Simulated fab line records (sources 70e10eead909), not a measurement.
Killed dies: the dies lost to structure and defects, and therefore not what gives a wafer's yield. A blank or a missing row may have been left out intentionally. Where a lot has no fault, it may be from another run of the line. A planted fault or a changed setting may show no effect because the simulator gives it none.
fab line records	flow nandHarc	part 2 of 2: steps 4 to 6 of 6
record lots=24	wafers=72	lastDay=24
route steps=1159 shown P_STI@89 P_GATE@144 P_M0@282
lots that met no fault: from a run of the same line without faults
startH: hours from the record's opening day to when the first of the lot's shown wafers began	waitH: hours from the lot's prior step to this one	" repeats the value in the row above	L1.1+2: several wafers, shown together as one row	- no value, or no start given	* or withheld: withheld	< > ~ a bound
route shown NAME@n: names a module that has steps shown in the file, with the first one's number in the route	usual: mean/standard deviation taken from wafers without a fault	same: alike in all rows	chamber/n: place in a boat	sites: the reading at each site	_std_site: the values' standard deviation	_edge_site: mean of outer sites minus mean of inner sites	radiusMm: for every site, how far away it sits from the centre of the wafer	mask NAME#n: copy n	behind: tool/chamber where the wafer was last shaped	hold: why the lot went on hold/how many hours it stayed there/how the hold came to an end	device: whichever transistor did not switch (one of n, p or np)	end of line: the same wafers' tests at the end of the route	for a step that has no rows: nothing shown but its recipe	killed: not the wafer's yield, but the dies lost to structure and defects at the first sort	map: a wafer's dies, marking killed ones x, the rest . and places with no die _
set.NAME: the run value of the setting; set.NAME@STEP: its run value at that earlier step	model.NAME: the simulator's own value behind a step, which no gauge read
the route's steps for a sample of lots (tables are steps, rows are wafers)
services: the hour from which a tool's chamber was out of use, counted from the record's first day as startH (under 0 if before that day), plus the number of hours and why
## steps
# step NHARC_P_GATE_STRIP_75
# recipe powerW=1500	tempC=250	chemistry=O2
# usual drypumpMotorCurrentA=5.8/0.6	heaterPowerW=338/34	rfReflPowerW=20/6.5
lot.wafer	tool	chamber	startH	waitH	drypumpMotorCurrentA	heaterPowerW	rfHoursCounterH	rfReflPowerW
L074.3	plasmaAsher-02	0	102.28	0.2	6.6	338	-	31
L074.4	"	1	"	"	5.0	306	-	21
L074.6	"	1	"	"	5.0	298	-	21
L075.1	plasmaAsher-02	0	112.56	0.3	6.7	332	35	31
L075.4	"	0	"	"	6.7	333	-	30
L075.6	"	1	"	"	4.9	302	-	20
L076.2	plasmaAsher-01	0	112.78	0.2	5.6	385	1	14
L076.3	"	0	"	"	5.5	392	-	14
L076.6	"	1	"	"	6.0	326	-	19
L077.1	plasmaAsher-02	1	119.80	0.2	4.9	295	38	20
L077.4	"	0	"	"	6.6	331	-	31
L077.6	"	1	"	"	4.9	297	-	20
L078.2	plasmaAsher-02	0	128.35	0.2	6.7	327	40	32
L078.6	"	1	"	"	5.0	301	-	21
L078.5	"	0	"	"	6.6	336	-	33
L081.2	plasmaAsher-02	1	140.63	0.3	4.9	295	42	20
L081.1	"	0	"	"	6.6	329	42	32
L081.5	"	0	"	"	6.6	343	-	32
L080.2	plasmaAsher-01	0	141.29	0.2	5.5	391	8	13
L080.3	"	1	"	"	6.1	317	-	18
L080.5	"	0	"	"	5.5	387	-	13
L079.4	plasmaAsher-01	1	143.28	0.2	6.1	327	-	19
L079.3	"	0	"	"	5.6	391	-	14
L079.6	"	0	"	"	5.5	406	-	14
L082.2	plasmaAsher-01	0	150.35	0.3	5.6	383	12	14
L082.1	"	1	"	"	6.1	326	12	19
L082.4	"	0	"	"	5.5	389	-	13
L083.1	plasmaAsher-02	0	154.89	0.2	6.6	324	49	31
L083.4	"	0	"	"	6.7	330	-	32
L083.5	"	1	"	"	5.0	294	-	21
L084.4	plasmaAsher-01	0	155.23	0.2	5.5	383	-	13
L084.3	"	1	"	"	6.0	330	-	18
L084.6	"	1	"	"	6.0	323	-	17
L087.1	plasmaAsher-02	1	179.97	0.2	5.0	303	56	20
L087.3	"	0	"	"	6.6	334	-	31
L087.5	"	1	"	"	5.0	303	-	20
L086.1	plasmaAsher-01	0	180.49	0.2	5.5	397	22	13
L086.2	"	1	"	"	6.0	327	22	18
L086.4	"	1	"	"	6.1	332	-	19
L085.1	plasmaAsher-01	1	186.40	0.3	6.0	320	26	18
L085.2	"	0	"	"	5.6	386	26	14
L085.5	"	1	"	"	6.0	324	-	19
L088.3	plasmaAsher-01	0	190.70	0.2	5.5	389	-	13
L088.4	"	1	"	"	6.0	336	-	17
L088.6	"	0	"	"	5.6	397	-	13
L090.1	plasmaAsher-01	1	196.43	0.2	6.1	323	30	18
L090.2	"	0	"	"	5.5	392	30	13
L090.6	"	1	"	"	6.1	312	-	20
L089.4	plasmaAsher-01	0	196.90	0.2	5.5	383	-	13
L089.6	"	0	"	"	5.5	386	-	13
L089.5	"	1	"	"	6.0	328	-	18
L091.2	plasmaAsher-01	1	205.82	0.3	6.0	328	33	18
L091.3	"	1	"	"	6.0	321	-	18
L091.6	"	1	"	"	6.1	342	-	19
L094.1	plasmaAsher-01	1	212.12	0.2	6.0	327	36	17
L094.2	"	0	"	"	5.5	396	36	14
L094.4	"	0	"	"	5.6	386	-	14
L093.2	plasmaAsher-02	0	213.38	0.2	6.6	317	8	31
L093.6	"	1	"	"	5.0	298	-	20
L093.5	"	0	"	"	6.6	320	-	31
L092.2	plasmaAsher-01	1	218.67	0.2	6.0	326	40	18
L092.3	"	0	"	"	5.5	391	-	13
L092.6	"	0	"	"	5.5	373	-	14
L095.2	plasmaAsher-02	1	230.05	0.2	4.9	297	13	20
L095.4	"	0	"	"	6.6	329	-	31
L095.3	"	1	"	"	5.0	296	-	20
L096.1	plasmaAsher-02	1	230.43	0.2	5.0	296	13	20
L096.3	"	0	"	"	6.6	330	-	32
L096.4	"	1	"	"	4.9	295	-	20
L097.4	plasmaAsher-02	1	243.19	0.1	4.9	301	-	20
L097.6	"	0	"	"	6.6	328	-	31
L097.5	"	1	"	"	5.0	304	-	21
# step NHARC_P_GATE_STRIP_76
# recipe powerW=1500	tempC=250	chemistry=O2
# usual drypumpMotorCurrentA=5.8/0.68	heaterPowerW=330/32	rfReflPowerW=22/6.6
lot.wafer	tool	chamber	startH	waitH	drypumpMotorCurrentA	heaterPowerW	rfHoursCounterH	rfReflPowerW
L074.4	plasmaAsher-02	1	104.01	0.2	4.9	304	-	20
L074.3	"	0	"	"	6.6	334	-	32
L074.6	"	1	"	"	5.0	306	-	20
L075.1	plasmaAsher-02	1	114.33	0.2	4.9	301	36	20
L075.4	"	0	"	"	6.6	336	-	32
L075.6	"	0	"	"	6.6	339	-	31
L076.2	plasmaAsher-01	1	114.55	0.2	6.0	326	2	18
L076.3	"	0	"	"	5.6	389	-	14
L076.6	"	1	"	"	6.0	330	-	19
L077.1	plasmaAsher-02	1	121.51	0.2	5.0	289	38	21
L077.4	"	1	"	"	5.0	296	-	21
L077.6	"	1	"	"	5.0	302	-	21
L078.2	plasmaAsher-01	0	130.05	0.2	5.5	391	5	14
L078.6	"	0	"	"	5.6	388	-	14
L078.5	"	1	"	"	6.1	315	-	17
L081.2	plasmaAsher-01	1	142.46	0.2	6.0	324	8	19
L081.1	"	0	"	"	5.5	398	8	14
L081.5	"	0	"	"	5.5	387	-	14
L080.2	plasmaAsher-02	1	143.51	0.7	5.0	293	43	21
L080.3	"	0	"	"	6.6	333	-	31
L080.5	"	0	"	"	6.6	332	-	32
L079.3	plasmaAsher-01	1	145.15	0.2	6.0	323	-	18
L079.4	"	0	"	"	5.5	377	-	13
L079.6	"	0	"	"	5.5	390	-	13
L082.2	plasmaAsher-01	1	152.21	0.2	6.1	322	13	17
L082.1	"	0	"	"	5.6	395	13	14
L082.4	"	1	"	"	6.0	321	-	18
L083.1	plasmaAsher-02	1	156.51	0.2	5.0	303	50	20
L083.4	"	0	"	"	6.7	333	-	32
L083.5	"	1	"	"	5.0	294	-	21
L084.4	plasmaAsher-01	0	156.96	0.2	5.5	384	-	14
L084.3	"	1	"	"	6.1	319	-	18
L084.6	"	0	"	"	5.5	388	-	13
L087.1	plasmaAsher-02	1	181.75	0.2	5.0	297	57	20
L087.3	"	0	"	"	6.6	321	-	31
L087.5	"	0	"	"	6.6	337	-	30
L086.2	plasmaAsher-02	1	182.28	0.2	5.0	294	57	20
L086.1	"	0	"	"	6.6	332	57	31
L086.4	"	0	"	"	6.6	335	-	31
L085.2	plasmaAsher-01	1	188.15	0.2	6.0	334	27	18
L085.1	"	0	"	"	5.6	382	27	13
L085.5	"	0	"	"	5.5	386	-	12
L088.4	plasmaAsher-02	0	192.42	0.2	6.6	322	-	32
L088.3	"	1	"	"	4.9	290	-	20
L088.6	"	1	"	"	4.9	299	-	20
L090.2	plasmaAsher-01	1	198.02	0.2	6.0	326	31	19
L090.1	"	0	"	"	5.5	392	31	14
L090.6	"	0	"	"	5.6	397	-	13
L089.4	plasmaAsher-02	1	198.63	0.1	4.9	294	-	20
L089.5	"	0	"	"	6.7	326	-	32
L089.6	"	1	"	"	5.0	293	-	21
L091.2	plasmaAsher-02	0	207.66	0.2	6.6	322	5	32
L091.3	"	0	"	"	6.6	325	-	31
L091.6	"	1	"	"	4.9	290	-	21
L094.2	plasmaAsher-02	0	213.92	0.2	6.7	318	9	31
L094.1	"	1	"	"	5.0	293	9	21
L094.4	"	0	"	"	6.6	324	-	30
L093.2	plasmaAsher-01	1	215.05	0.2	6.1	322	37	18
L093.6	"	0	"	"	5.5	387	-	14
L093.5	"	1	"	"	6.1	325	-	18
L092.2	plasmaAsher-02	0	220.33	0.2	6.6	328	11	31
L092.3	"	1	"	"	5.0	297	-	21
L092.6	"	0	"	"	6.6	323	-	30
L095.2	plasmaAsher-02	0	231.70	0.2	6.6	329	14	32
L095.4	"	1	"	"	5.0	296	-	20
L095.3	"	0	"	"	6.6	324	-	30
L096.1	plasmaAsher-02	1	232.20	0.2	5.0	297	14	20
L096.4	"	0	"	"	6.6	326	-	31
L096.3	"	1	"	"	5.0	303	-	19
L097.4	plasmaAsher-02	0	244.78	0.1	6.6	323	-	30
L097.5	"	1	"	"	5.0	292	-	20
L097.6	"	0	"	"	6.6	324	-	31
# step NHARC_P_M0_INSPECT_27
# usual rawDefectCount=346/160
lot.wafer	tool	chamber	startH	waitH	rawDefectCount
L074.3	defectInspect-02	-	121.78	0.0	143
L074.4	"	-	"	"	159
L074.6	"	-	"	"	261
L075.1	defectInspect-02	-	130.95	0.0	690
L075.4	"	-	"	"	330
L075.6	"	-	"	"	339
L076.2	defectInspect-01	-	131.44	0.0	378
L076.3	"	-	"	"	285
L076.6	"	-	"	"	387
L077.1	defectInspect-01	-	140.58	0.0	129
L077.4	"	-	"	"	131
L077.6	"	-	"	"	140
L078.2	defectInspect-01	-	142.34	0.0	155
L078.5	"	-	"	"	221
L078.6	"	-	"	"	211
L081.1	defectInspect-01	-	157.45	0.0	539
L081.2	"	-	"	"	479
L081.5	"	-	"	"	549
L080.2	defectInspect-01	-	158.38	0.0	368
L080.3	"	-	"	"	394
L080.5	"	-	"	"	414
L079.3	defectInspect-01	-	158.98	0.0	851
L079.4	"	-	"	"	258
L079.6	"	-	"	"	402
L082.1	defectInspect-01	-	165.26	0.0	721
L082.2	"	-	"	"	492
L082.4	"	-	"	"	587
L083.1	defectInspect-02	-	168.98	0.0	210
L083.4	"	-	"	"	950
L083.5	"	-	"	"	591
L084.3	defectInspect-01	-	174.18	0.0	114
L084.4	"	-	"	"	237
L084.6	"	-	"	"	228
L087.1	defectInspect-02	-	195.01	0.0	273
L087.3	"	-	"	"	228
L087.5	"	-	"	"	252
L086.1	defectInspect-02	-	196.00	0.0	448
L086.2	"	-	"	"	335
L086.4	"	-	"	"	479
L085.1	defectInspect-02	-	215.70	0.0	304
L085.2	"	-	"	"	855
L085.5	"	-	"	"	529
L088.3	defectInspect-02	-	217.47	0.0	285
L088.4	"	-	"	"	362
L088.6	"	-	"	"	316
L090.1	defectInspect-01	-	223.85	0.0	476
L090.2	"	-	"	"	461
L090.6	"	-	"	"	599
L089.4	defectInspect-01	-	224.38	0.0	294
L089.5	"	-	"	"	331
L089.6	"	-	"	"	240
L091.2	defectInspect-02	-	225.36	0.0	202
L091.3	"	-	"	"	384
L091.6	"	-	"	"	223
L094.1	defectInspect-02	-	233.34	0.0	225
L094.2	"	-	"	"	264
L094.4	"	-	"	"	249
L093.2	defectInspect-01	-	235.49	0.0	209
L093.5	"	-	"	"	249
L093.6	"	-	"	"	172
L092.2	defectInspect-02	-	235.54	0.0	363
L092.3	"	-	"	"	373
L092.6	"	-	"	"	398
L095.2	defectInspect-01	-	248.55	0.0	437
L095.3	"	-	"	"	288
L095.4	"	-	"	"	313
L096.1	defectInspect-01	-	249.17	0.0	412
L096.3	"	-	"	"	219
L096.4	"	-	"	"	162
L097.4	defectInspect-02	-	257.65	0.0	353
L097.5	"	-	"	"	379
L097.6	"	-	"	"	383
## services
tool	chamber	startH	hours	kind
rieDiel-12	-	25.40	9.0	pm
rieDiel-03	0	28.96	6.0	repair
rieDiel-03	-	38.33	9.0	pm
rieDiel-11	-	57.62	0.5	repair
rieDiel-11	1	62.98	45.0	repair
rieDiel-11	0	64.74	3.3	repair
rieDiel-03	2	76.63	4.0	repair
rieDiel-09	-	77.17	9.0	pm
rieDiel-03	-	89.83	0.3	repair
rieDiel-11	0	91.15	2.8	repair
plasmaAsher-01	-	99.74	9.0	pm
rieDiel-11	-	122.58	0.6	repair
rieDiel-09	2	136.93	8.3	repair
rieDiel-09	3	144.69	6.2	repair
rieDiel-10	1	152.61	8.9	repair
rieDiel-11	1	160.96	54.7	repair
rieDiel-10	-	174.08	0.2	repair
rieDiel-10	-	176.50	9.0	pm
rieDiel-11	3	180.19	3.9	repair
plasmaAsher-02	-	183.00	9.0	pm
rieDiel-11	-	189.50	9.0	pm
rieDiel-11	3	200.19	10.1	repair
rieDiel-12	-	202.40	9.0	pm
rieDiel-11	3	212.09	6.8	repair
